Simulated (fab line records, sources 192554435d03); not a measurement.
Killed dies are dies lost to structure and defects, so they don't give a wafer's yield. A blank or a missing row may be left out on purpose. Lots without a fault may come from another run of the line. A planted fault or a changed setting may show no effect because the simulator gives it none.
Split-lot experiment | flow n5_finfet | 7 lots, 21 wafers read, on a route of 1938 steps

THE SPLIT
At N5_FIN_CUT_COAT_19 (time 60 s, resist thk 20 nm), the setting spin_rpm was moved away from the recipe's 1500 rpm on 8 of the 21 wafers read, by -9.1% to +10.2%. The other wafers ran this setting at the recipe's value.

FROM THE SPLIT TO THE READING: what the file shows between them, 5 steps
- N5_FIN_CUT_COAT_29: time 60 s, resist thk 10 nm
- N5_FIN_CUT_COAT_02: resist thk 30 nm
- N5_FIN_CUT_DESCUM_13: chemistry O2, time 7 s
- N5_FIN_CUT_ETCH_30: etches underlayer in N2/H2, target depth 13 nm, time 10.4 s
- N5_FIN_CUT_ETCH_20: etches SiARC in CF4, target depth 26 nm, time 43.3 s

THE READING
SiARC_of_FIN_CUT_COAT_19.thk_nm (the simulator's own value, which no gauge read), in nm, at N5_FIN_CUT_ETCH_21 (etches SOC in N2/H2, target depth 219 nm, overetch 43.8 nm, time 523.5 s). The file gives no usual value for it. The 13 wafers here that ran the recipe average 11.8 nm, standard deviation 0.16 nm.

wafer  | tool, chamber at the split | spin_rpm as run, rpm | against the recipe | SiARC_of_FIN_CUT_COAT_19.thk_nm, nm | against lot-mates on the recipe
L074.4 | litho_track-05, 0          | 1653                 | +10.2%             | 10.6                                | -1.2
L074.5 | litho_track-05, 0          | 1653                 | +10.2%             | 10.4                                | -1.4
L074.6 | litho_track-05, 0          | 1500                 | recipe             | 11.8                                | -
L075.2 | litho_track-02, 0          | 1605                 | +7.0%              | 11.4                                | -0.2
L075.3 | litho_track-02, 0          | 1605                 | +7.0%              | 11                                  | -0.6
L075.4 | litho_track-02, 0          | 1500                 | recipe             | 11.6                                | -
L084.3 | litho_track-02, 0          | 1500                 | recipe             | 11.8                                | -
L084.5 | litho_track-02, 0          | 1500                 | recipe             | 11.8                                | -
L084.6 | litho_track-02, 0          | 1500                 | recipe             | 11.4                                | -
L088.1 | litho_track-05, 0          | 1564                 | +4.3%              | 11.2                                | -0.6
L088.3 | litho_track-05, 0          | 1500                 | recipe             | 11.8                                | -
L088.5 | litho_track-05, 0          | 1500                 | recipe             | 11.8                                | -
L091.1 | litho_track-05, 0          | 1363                 | -9.1%              | 12.8                                | +0.9
L091.2 | litho_track-05, 0          | 1500                 | recipe             | 11.8                                | -
L091.5 | litho_track-05, 0          | 1500                 | recipe             | 12                                  | -
L093.1 | litho_track-04, 0          | 1500                 | recipe             | 11.8                                | -
L093.5 | litho_track-04, 0          | 1500                 | recipe             | 11.8                                | -
L093.2 | litho_track-04, 0          | 1573                 | +4.9%              | 11                                  | -0.8
L097.4 | litho_track-05, 0          | 1651                 | +10.1%             | 11                                  | -1.0
L097.5 | litho_track-05, 0          | 1500                 | recipe             | 12                                  | -
L097.6 | litho_track-05, 0          | 1500                 | recipe             | 12                                  | -

THE FIT
A straight line over all 21 wafers: SiARC_of_FIN_CUT_COAT_19.thk_nm changes by -0.109 nm for each +1% of spin_rpm; r = -0.94; the points scatter about the line by 0.19 nm.
The same after taking each lot's own level away (the mean of its wafers on the recipe; 21 wafers): -0.106 nm for each +1%; r = -0.94; scatter 0.19 nm.
On that fit, the largest move of spin_rpm shifts the reading by 1.1 nm.
The lots' own levels span 11.60 to 12.00 nm, that is 2.5 times the standard deviation above.
So the lot-to-lot level changes the slope little: the two slopes agree.
Check: with one of the wafers moved furthest among these (+10.2%) left out of the fit, the line predicts -1.06 nm for it against its lot-mates. It came out at -1.2 nm against them.

OTHER SPLITS ON THESE WAFERS
These wafers also went through other splits before the reading. Each is held against what the fit with the lots' levels taken away leaves over:
other split on the same wafers                    | wafers away from the commonest value | r with SiARC_of_FIN_CUT_COAT_19.thk_nm (lot level and that fit taken away)
N5_WELL_APT_COAT_02 spin_rpm                      | 5                                    | +0.06
N5_PMOS_HMC_CHANNEL_EPI_COAT_31 spin_rpm          | 6                                    | +0.08
N5_PMOS_HMC_CHANNEL_EPI_DEVELOP_08 develop_time_s | 10                                   | +0.31
N5_FIN_SAQP_HM_DEP_72 time_s                      | 6                                    | +0.15
N5_FIN_SAQP_DESCUM_21 time_s                      | 4                                    | +0.00

THE WHOLE CHAIN: every reading that the file lists as answering this split, in the file's order
step               | what it does                                                             | reading                                                                          | change (the file's fit)                | r (the file's)
N5_FIN_CUT_COAT_19 | time 60 s, resist thk 20 nm                                              | SiARC_of_FIN_CUT_COAT_19.thk_nm (the simulator's own value, which no gauge read) | -0.0981 nm for each +1% of the setting | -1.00
N5_FIN_CUT_ETCH_20 | etches SiARC in CF4, target depth 26 nm, time 43.3 s                     | etch.depth_nm (the simulator's own value, which no gauge read)                   | -0.0988 nm for each +1% of the setting | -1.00
N5_FIN_CUT_ETCH_21 | etches SOC in N2/H2, target depth 219 nm, overetch 43.8 nm, time 523.5 s | SiARC_of_FIN_CUT_COAT_19.thk_nm (the simulator's own value, which no gauge read) | -0.107 nm for each +1% of the setting  | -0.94

THE FILE'S OWN FIT
SiARC_of_FIN_CUT_COAT_19.thk_nm changes by -0.107 nm for each +1% of spin_rpm, r = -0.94.
